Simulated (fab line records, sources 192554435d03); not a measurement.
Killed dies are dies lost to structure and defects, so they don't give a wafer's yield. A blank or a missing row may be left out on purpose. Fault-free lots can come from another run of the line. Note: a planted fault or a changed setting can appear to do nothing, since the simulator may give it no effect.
fab line records	flow n5-finfet
record lots=6	wafers=17	last-day=17
route steps=1938 shown BEOL_M8@1374 PASSIVATION@1936
lots untouched by any fault: they come from a run of this same line in which no faults occurred
start-h: hours from the record's first day to the start of the lot's first wafer shown	wait-h: hours from the lot's prior step to this one	" same as the row above	L1.1+2: a row that stands for several wafers	- no value present, or no start provided	* or withheld: withheld	< > ~ a bound
route shown NAME@n: a module of which the file shows steps, and the number in the route of the first	usual: mean/standard deviation taken from wafers without a fault	same: alike in all rows	chamber/n: place in a boat	sites: each site's reading	_std_site: how widely they spread, as a standard deviation	_edge_site: outer sites' mean less inner sites'	radius-mm: for every site, how far away it sits from the centre of the wafer	mask NAME#n: copy n	behind: tool/chamber where the wafer was last shaped	hold: why the lot went on hold/how many hours it stayed there/how the hold came to an end	device: the transistor (n, p or np) that didn't switch	end of line: tests of these same wafers at the route's end	step lacking rows: just its recipe	killed: dies that structure and defects cost at the first sort, which is not the same as the wafer's yield	map: the dies of a wafer, with x for killed, . for not killed, _ for no die there
set.NAME: the run value of the setting; set.NAME@STEP: its run value at that earlier step	model.NAME: the simulator's own value behind a step, which no gauge read
lots at selected steps of the route; one table per step, one row per wafer
services: the hour from which a tool's chamber was out of use, counted from the record's first day as start-h (under 0 if before that day), plus the number of hours and why
## steps
# step N5_BEOL_M8_VIA_ETCH_34
# recipe chemistry=C4F6/O2	target=SiCOH_lowk	target-depth-a=1255	mask-material=SOC	taper-deg=4	time-s=50.5	ion-energy-ev=250	pressure-mtorr=30	source-w=345	bias-w=185	Ar_flow_sccm=300	C4F6_flow_sccm=10	O2_flow_sccm=10
# usual drypump-motor-current-A=5.9/0.46	oes-product-au=0.80/0.089	rf-vpp-V=667/17	showerhead-plenum-p-Torr=2.84/0.084	throttle-valve-pct=20.89/0.18
lot.wafer	tool	chamber	start-h	wait-h	drypump-motor-current-A	oes-product-au	rf-hours-counter-h	rf-vpp-V	showerhead-plenum-p-Torr	throttle-valve-pct
L838.1	rie-diel-03	1	188.86	0.0	5.1	0.71	226	673	2.82	20.91
L838.3	"	2	"	"	6.6	0.84	55	682	2.79	20.76
L838.6	"	1	"	"	5.2	0.71	-	674	2.82	20.93
L837.2	rie-diel-04	3	203.72	0.0	5.9	0.69	234	661	2.93	21.29
L837.4	"	3	"	"	5.9	0.69	-	662	2.93	21.28
L837.6	"	3	"	"	5.9	0.69	-	662	2.92	21.29
L852.2	rie-diel-04	2	298.26	0.0	5.9	0.91	36	672	3.03	20.54
L852.5	"	1	"	"	6.4	0.83	-	677	2.98	21.03
L855.3	rie-diel-05	3	314.01	0.0	5.6	0.68	249	689	2.89	20.97
L855.5	"	3	"	"	5.6	0.69	-	687	2.89	20.96
L855.6	"	2	"	"	5.2	0.73	-	660	2.74	20.59
L859.2	rie-diel-03	1	326.71	0.0	5.1	0.91	19	673	2.80	20.68
L859.3	"	2	"	"	6.6	0.78	109	679	2.77	20.83
L859.4	"	0	"	"	5.8	0.80	91	665	2.77	21.04
L860.3	rie-diel-05	0	328.60	0.0	5.5	0.79	103	678	2.90	20.60
L860.4	"	3	"	"	5.7	0.67	255	688	2.88	20.98
L860.5	"	0	"	"	5.5	0.79	-	680	2.90	20.61
# step N5_BEOL_M8_STRIP_76
# recipe chemistry=C4F6/O2	resist=SiARC	rf-frequency-hz=6e+07
# step N5_BEOL_M8_STRIP_36
# recipe chemistry=N2/H2	power-w=450	temp-c=40	pressure-mtorr=20	rf-frequency-hz=6e+07	overash-fraction=0.3	bias-power-w=7	h2-frac=0.5	n2-flow-sccm=200	h2-flow-sccm=200
# usual drypump-motor-current-A=5.9/0.46	oes-product-au=0.80/0.091	rf-vpp-V=59.0/1.4	showerhead-plenum-p-Torr=2.53/0.085	throttle-valve-pct=23.59/0.29
lot.wafer	tool	chamber	start-h	wait-h	drypump-motor-current-A	oes-product-au	rf-hours-counter-h	rf-vpp-V	showerhead-plenum-p-Torr	throttle-valve-pct
L838.1	rie-diel-03	1	188.91	0.0	5.1	0.71	226	60.5	2.49	23.33
L838.3	"	2	"	"	6.6	0.86	55	60.4	2.48	23.62
L838.6	"	1	"	"	5.2	0.70	-	58.7	2.49	23.28
L837.2	rie-diel-04	3	203.80	0.0	5.9	0.69	234	57.4	2.61	24.06
L837.4	"	3	"	"	6.0	0.68	-	62.3	2.60	24.10
L837.6	"	3	"	"	6.0	0.68	-	57.3	2.60	24.08
L852.2	rie-diel-04	2	298.31	0.0	6.0	0.90	36	60.0	2.70	23.01
L852.5	"	1	"	"	6.4	0.82	-	58.8	2.68	23.97
L855.3	rie-diel-05	3	314.06	0.0	5.7	0.67	249	57.1	2.60	23.59
L855.5	"	3	"	"	5.6	0.66	-	57.9	2.60	23.56
L855.6	"	2	"	"	5.2	0.72	-	56.9	2.43	23.30
L859.2	rie-diel-03	1	326.76	0.0	5.1	0.92	19	60.3	2.47	23.18
L859.3	"	2	"	"	6.6	0.78	109	59.8	2.45	23.72
L859.4	"	0	"	"	5.8	0.80	91	57.6	2.46	23.87
L860.3	rie-diel-05	0	328.65	0.0	5.5	0.77	103	59.2	2.55	23.17
L860.4	"	3	"	"	5.6	0.68	256	60.1	2.59	23.59
L860.5	"	0	"	"	5.5	0.79	-	59.2	2.55	23.17
# step N5_BEOL_M8_TRENCH_ETCH_37
# recipe chemistry=C4F6/O2	target-depth-a=934.78	target=SiCOH_lowk	time-s=31.2	ion-energy-ev=250	pressure-mtorr=30	source-w=345	bias-w=185	Ar_flow_sccm=300	C4F6_flow_sccm=10	O2_flow_sccm=10
# usual drypump-motor-current-A=5.9/0.46	oes-product-au=0.80/0.089	rf-vpp-V=667/17	showerhead-plenum-p-Torr=2.84/0.084	throttle-valve-pct=20.92/0.18
lot.wafer	tool	chamber	start-h	wait-h	drypump-motor-current-A	oes-product-au	rf-hours-counter-h	rf-vpp-V	showerhead-plenum-p-Torr	throttle-valve-pct
L838.1	rie-diel-03	1	-	-	5.1	0.71	226	673	2.82	20.96
L838.3	"	2	"	"	6.6	0.85	55	681	2.79	20.79
L838.6	"	1	"	"	5.1	0.72	-	674	2.82	20.96
L837.2	rie-diel-04	3	-	-	6.0	0.69	234	659	2.93	21.34
L837.4	"	3	"	"	6.0	0.69	-	662	2.93	21.33
L837.6	"	3	"	"	6.0	0.69	-	659	2.93	21.33
L852.2	rie-diel-04	2	-	-	5.9	0.90	36	673	3.03	20.57
L852.5	"	1	"	"	6.4	0.83	-	678	2.98	21.04
L855.3	rie-diel-05	3	-	-	5.6	0.68	249	686	2.89	21.00
L855.5	"	3	"	"	5.7	0.69	-	687	2.89	21.01
L855.6	"	2	"	"	5.2	0.74	-	660	2.74	20.63
L859.2	rie-diel-03	1	-	-	5.1	0.92	19	673	2.80	20.71
L859.3	"	2	"	"	6.6	0.79	109	680	2.77	20.86
L859.4	"	0	"	"	5.8	0.81	91	664	2.77	21.06
L860.3	rie-diel-05	0	-	-	5.5	0.81	103	681	2.90	20.64
L860.4	"	3	"	"	5.7	0.68	256	689	2.88	21.01
L860.5	"	0	"	"	5.5	0.80	-	681	2.90	20.65
# step N5_BEOL_M8_ETCH_41
# recipe chemistry=CH3F/O2	target=SiCN	target-depth-a=319	taper-deg=2	time-s=57.8	ion-energy-ev=120	mask-material=TiN	pressure-mtorr=30	source-w=395	bias-w=75	Ar_flow_sccm=150	CH3F_flow_sccm=30	O2_flow_sccm=20
# usual drypump-motor-current-A=5.9/0.46	oes-product-au=0.80/0.09	rf-vpp-V=297.2/1.6	showerhead-plenum-p-Torr=2.00/0.063	throttle-valve-pct=16.31/0.2
lot.wafer	tool	chamber	start-h	wait-h	drypump-motor-current-A	oes-product-au	rf-hours-counter-h	rf-vpp-V	showerhead-plenum-p-Torr	throttle-valve-pct
L838.1	rie-diel-03	1	-	-	5.1	0.71	226	295.6	1.98	16.41
L838.3	"	2	"	"	6.6	0.85	55	296.5	1.96	16.12
L838.6	"	1	"	"	5.1	0.71	-	296.0	1.98	16.42
L837.2	rie-diel-04	3	-	-	6.0	0.69	234	298.7	2.06	16.74
L837.4	"	3	"	"	6.0	0.69	-	300.5	2.06	16.72
L837.6	"	3	"	"	5.9	0.69	-	299.0	2.06	16.73
L852.2	rie-diel-04	2	-	-	5.9	0.91	36	300.3	2.14	15.92
L852.5	"	1	"	"	6.4	0.83	-	298.8	2.10	16.45
L855.3	rie-diel-05	3	-	-	5.6	0.67	249	298.6	2.04	16.54
L855.5	"	3	"	"	5.6	0.68	-	298.1	2.03	16.54
L855.6	"	2	"	"	5.2	0.73	-	294.2	1.92	16.06
L859.2	rie-diel-03	1	-	-	5.2	0.91	19	297.4	1.97	16.06
L859.3	"	2	"	"	6.6	0.78	109	296.4	1.94	16.21
L859.4	"	0	"	"	5.8	0.81	91	294.7	1.95	16.40
L860.3	rie-diel-05	0	-	-	5.5	0.80	103	297.6	2.03	15.98
L860.4	"	3	"	"	5.6	0.68	256	295.4	2.03	16.55
L860.5	"	0	"	"	5.5	0.80	-	297.1	2.03	15.98
# step N5_BEOL_M8_STRIP_80
# recipe chemistry=N2/H2	time-s=10	power-w=450	temp-c=40	pressure-mtorr=20	rf-frequency-hz=6e+07	bias-power-w=7	n2-flow-sccm=200	h2-flow-sccm=200
# step N5_BEOL_M8_OCD_MEAS_38
# usual trench-depth-nm=93.8/1.7
lot.wafer	tool	chamber	start-h	wait-h	trench-depth-nm
L838.1	ocd-02	-	189.10	-	94.9
L838.3	"	-	"	"	95.5
L838.6	"	-	"	"	94.8
L837.2	ocd-01	-	204.08	-	91.8
L837.4	"	-	"	"	91.3
L837.6	"	-	"	"	91.6
L852.2	ocd-02	-	298.51	-	94.8
L852.5	"	-	"	"	94.5
L855.3	ocd-02	-	314.26	-	92.7
L855.5	"	-	"	"	92.9
L855.6	"	-	"	"	90.3
L859.2	ocd-02	-	326.96	-	95.5
L859.3	"	-	"	"	94.9
L859.4	"	-	"	"	95.1
L860.3	ocd-02	-	328.85	-	94.6
L860.4	"	-	"	"	91.6
L860.5	"	-	"	"	93.5
# step N5_BEOL_M8_HM_STRIP_39
# recipe chemistry=peroxide-tin-strip	material=TiN	target-depth-a=250	temp-c=50	time-s=158
# step N5_BEOL_M8_SRD_40
# recipe time-s=30	temp-c=23	rinse-liquid=diw	dry=ipa-marangoni
# step N5_BEOL_M8_PRECLEAN_42
# recipe chemistry=residue-remover	time-s=60	temp-c=40
# step N5_BEOL_M8_SRD_43
# recipe time-s=30	temp-c=23	rinse-liquid=diw	dry=ipa-marangoni
# step N5_BEOL_M8_CD_MEAS_35
# recipe target-cd-nm=40	polarity=opening
# usual cd-nm=40.2/0.52
lot.wafer	tool	chamber	start-h	wait-h	cd-nm
L838.1	cd-sem-03	-	189.26	0.0	40.1
L838.3	"	-	"	"	39.5
L838.6	"	-	"	"	39.9
L837.2	cd-sem-01	-	204.23	0.0	39.8
L837.4	"	-	"	"	40.2
L837.6	"	-	"	"	39.9
L852.2	cd-sem-02	-	298.67	0.0	40.7
L852.5	"	-	"	"	40.2
L855.3	cd-sem-01	-	314.42	0.0	40.5
L855.5	"	-	"	"	40.6
L855.6	"	-	"	"	39.9
L859.2	cd-sem-03	-	327.11	0.0	40.3
L859.3	"	-	"	"	40.1
L859.4	"	-	"	"	40.3
L860.3	cd-sem-02	-	329.01	0.0	39.0
L860.4	"	-	"	"	40.1
L860.5	"	-	"	"	39.5
# step N5_BEOL_M8_CURE_75
# recipe temp-c=370	time-s=120	ambient=DMADMS/He	material=SiCOH_lowk
# usual lamp-power-pct=52.31/0.053	run-length-s=178.2/1.4	wafer_temp_C_max=372.1/0.63
lot.wafer	tool	chamber	start-h	wait-h	lamp-power-pct	run-length-s	wafer_temp_C_max
L838.1	uv-cure-01	1	189.30	0.0	52.19	178.0	371.5
L838.3	"	1	"	"	52.21	177.9	371.5
L838.6	"	1	"	"	52.33	178.5	371.4
L837.2	uv-cure-02	1	204.38	0.1	52.30	182.6	372.0
L837.4	"	1	"	"	52.32	182.6	371.9
L837.6	"	1	"	"	52.33	182.3	372.5
L852.2	uv-cure-01	2	298.76	0.1	52.24	178.0	371.4
L852.5	"	2	"	"	51.46	160.5	371.1
L855.3	uv-cure-01	0	314.66	0.2	52.24	177.3	371.9
L855.5	"	0	"	"	51.43	159.9	371.6
L855.6	"	0	"	"	52.27	177.1	372.5
L859.2	uv-cure-02	1	327.20	0.1	52.23	178.6	372.6
L859.3	"	1	"	"	52.32	178.5	372.0
L859.4	"	1	"	"	52.27	178.4	372.8
L860.3	uv-cure-02	0	329.15	0.1	52.32	178.3	371.5
L860.4	"	0	"	"	52.27	178.4	372.0
L860.5	"	0	"	"	52.36	178.2	372.2
# step N5_BEOL_M8_DEGAS_44
# recipe ambient=vacuum	temp-c=250	time-s=60
# usual heater-power-w=323/26
lot.wafer	tool	chamber	start-h	wait-h	heater-power-w
L838.1	pvd-sputter-02	-	189.74	0.4	313
L838.3	"	-	"	"	308
L838.6	"	-	"	"	291
L837.2	pvd-sputter-02	-	204.92	0.4	346
L837.4	"	-	"	"	308
L837.6	"	-	"	"	344
L852.2	pvd-sputter-03	-	299.14	0.3	305
L852.5	"	-	"	"	310
L855.3	pvd-sputter-02	-	316.34	1.6	306
L855.5	"	-	"	"	344
L855.6	"	-	"	"	280
L859.2	pvd-sputter-02	-	328.44	1.2	309
L859.3	"	-	"	"	302
L859.4	"	-	"	"	305
L860.3	pvd-sputter-01	-	329.45	0.3	314
L860.4	"	-	"	"	322
L860.5	"	-	"	"	340
# step N5_PASSIVATION_PROBE_49
# usual defect-limited-yield=91.4/1.6	killed_at_M0_to_M3=34/10	killed_at_M4_up=12/4.8	killed-at-contacts=11/6.2	killed-at-front-end=39/13	killed-at-other=4/3.1	killed-dies=101/19	killed-open=67/14	killed-short=32/8.3	sort_bin_5_function=5.0/1	sort_bin_6_memory=3.2/0.76	sort-n-pass=1079/19	sort-yield-pct=91.4/1.6
# same gross-dies=1180	killed-at-back-side=0	sort_bin_4_leakage[%]=0	sort_bin_8_speed[%]=0
lot.wafer	tool	chamber	start-h	wait-h	defect-limited-yield[%]	killed_at_M0_to_M3	killed_at_M4_up	killed-at-contacts	killed-at-front-end	killed-at-other	killed-dies	killed-open	killed-short	sort_bin_5_function[%]	sort_bin_6_memory[%]	sort-n-pass	sort-yield-pct[%]
L837.2	prober-01	-	274.55	0.1	88.6	53	16	9	53	4	135	80	55	7.1	3.9	1045	88.6
L837.4	prober-01	-	274.65	0.2	88.4	54	16	6	60	1	137	78	58	6.1	5.3	1043	88.4
L837.6	prober-01	-	274.75	0.3	90.3	36	12	10	56	1	115	65	47	5.2	4.2	1065	90.3
L855.3	prober-02	-	383.21	0.1	91.6	28	17	9	40	5	99	62	34	4.6	3.5	1081	91.6
L855.5	prober-02	-	383.31	0.2	92.4	28	12	8	39	3	90	64	25	4.7	2.7	1090	92.4
L855.6	prober-02	-	383.36	0.3	90.2	28	20	12	54	2	116	81	31	5.9	3.4	1064	90.2
# killed by level:class
L837.2 BEOL_M0_SAQP:geometric-particle:short=20 BEOL_M0_SAQP:geometric-particle:open=18 FIN_SAQP:geometric-particle:open=10 FIN_SAQP:geometric-particle:short=8 STI_FIN_REVEAL:geometric-particle:open=7 DUMMY_GATE:geometric-particle:open=7 MOL_CONTACT_COAG:geometric-particle:open=7 BEOL_M3:geometric-particle:open=7
L837.4 BEOL_M0_SAQP:geometric-particle:short=20 BEOL_M0_SAQP:geometric-particle:open=16 FIN_SAQP:geometric-particle:open=13 FIN_SAQP:geometric-particle:short=13 STI_FIN_REVEAL:geometric-particle:open=7 GATE_CUT:geometric-particle:short=7 MOL_CONTACT_COAG:geometric-particle:short=5 BEOL_M2:geometric-particle:open=5
L837.6 FIN_SAQP:geometric-particle:short=15 BEOL_M0_SAQP:geometric-particle:short=14 FIN_SAQP:geometric-particle:open=10 DUMMY_GATE:geometric-particle:open=10 MOL_CONTACT_COAG:geometric-particle:open=9 BEOL_M0_SAQP:geometric-particle:open=8 BEOL_M4:geometric-particle:open=8 BEOL_M2:geometric-particle:open=6
L855.3 FIN_SAQP:geometric-particle:short=9 BEOL_M1:geometric-particle:open=8 BEOL_M3:geometric-particle:open=7 MOL_CONTACT_COAG:geometric-particle:open=6 BEOL_M4:geometric-particle:open=6 FIN_SAQP:geometric-particle:open=5 BEOL_M0_SAQP:geometric-particle:short=5 STARTING-WAFER:geometric-particle:open=5
L855.5 FIN_SAQP:geometric-particle:open=10 BEOL_M0_SAQP:geometric-particle:short=9 BEOL_M0_SAQP:geometric-particle:open=9 STI_FIN_REVEAL:geometric-particle:open=8 MOL_CONTACT_COAG:geometric-particle:open=7 BEOL_M7:geometric-particle:open=7 FIN_SAQP:geometric-particle:short=5 BEOL_M3:geometric-particle:open=5
L855.6 FIN_SAQP:geometric-particle:open=17 MOL_CONTACT_COAG:geometric-particle:open=12 BEOL_M4:geometric-particle:open=12 STARTING-WAFER:geometric-particle:open=7 GATE_CUT:geometric-particle:short=7 BEOL_M3:geometric-particle:open=7 BEOL_M2:geometric-particle:open=6 FIN_SAQP:geometric-particle:short=5
## services
tool	chamber	start-h	hours	kind
rie-diel-04	3	172.52	3.1	repair
rie-diel-04	2	184.78	-	clean
rie-diel-04	2	184.78	-	consumable-replace:focus-ring
rie-diel-04	2	184.78	-	consumable-replace:showerhead
rie-diel-04	2	184.78	21.2	scheduled-down
rie-diel-04	2	184.78	21.2	vent-cycle
uv-cure-01	-	193.18	1.0	pm
uv-cure-02	-	195.42	6.0	pm
uv-cure-01	-	227.75	2.0	repair
uv-cure-01	-	245.14	0.7	repair
rie-diel-04	3	246.40	-	clean
uv-cure-02	-	254.83	2.1	pm
rie-diel-03	1	260.72	-	clean
rie-diel-03	1	260.72	-	consumable-replace:focus-ring
rie-diel-03	1	260.72	19.1	scheduled-down
rie-diel-03	1	260.72	19.1	vent-cycle
rie-diel-05	1	269.99	15.2	repair
rie-diel-03	3	293.99	9.0	repair
rie-diel-04	3	294.36	5.3	repair
rie-diel-05	-	294.65	0.6	repair
rie-diel-05	2	295.50	9.8	repair
uv-cure-01	-	307.01	7.5	pm
rie-diel-03	2	317.61	2.5	repair
rie-diel-05	0	326.20	1.9	repair
## key
first-sign step=N5_BEOL_M8_CURE_75	reading=lamp-power-pct	direction=down	sigmas=16	usual=*	struck=*
effect step=N5_BEOL_M8_CURE_75	reading=run-length-s	direction=down	sigmas=13	usual=*	struck=*
met-at N5_BEOL_M8_CURE_75
struck-wafers L852.5,L855.5
onset-between 189.30 298.76
fault kind=process-parameter-drift	tool=uv-cure-01	chamber=-	onset-h=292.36	steps=N5_BEOL_M8_CURE_75	channel=time-s	offset=*	shape=step	end-h=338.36	scope=struck-wafers-only	acts-in=*	stated=*
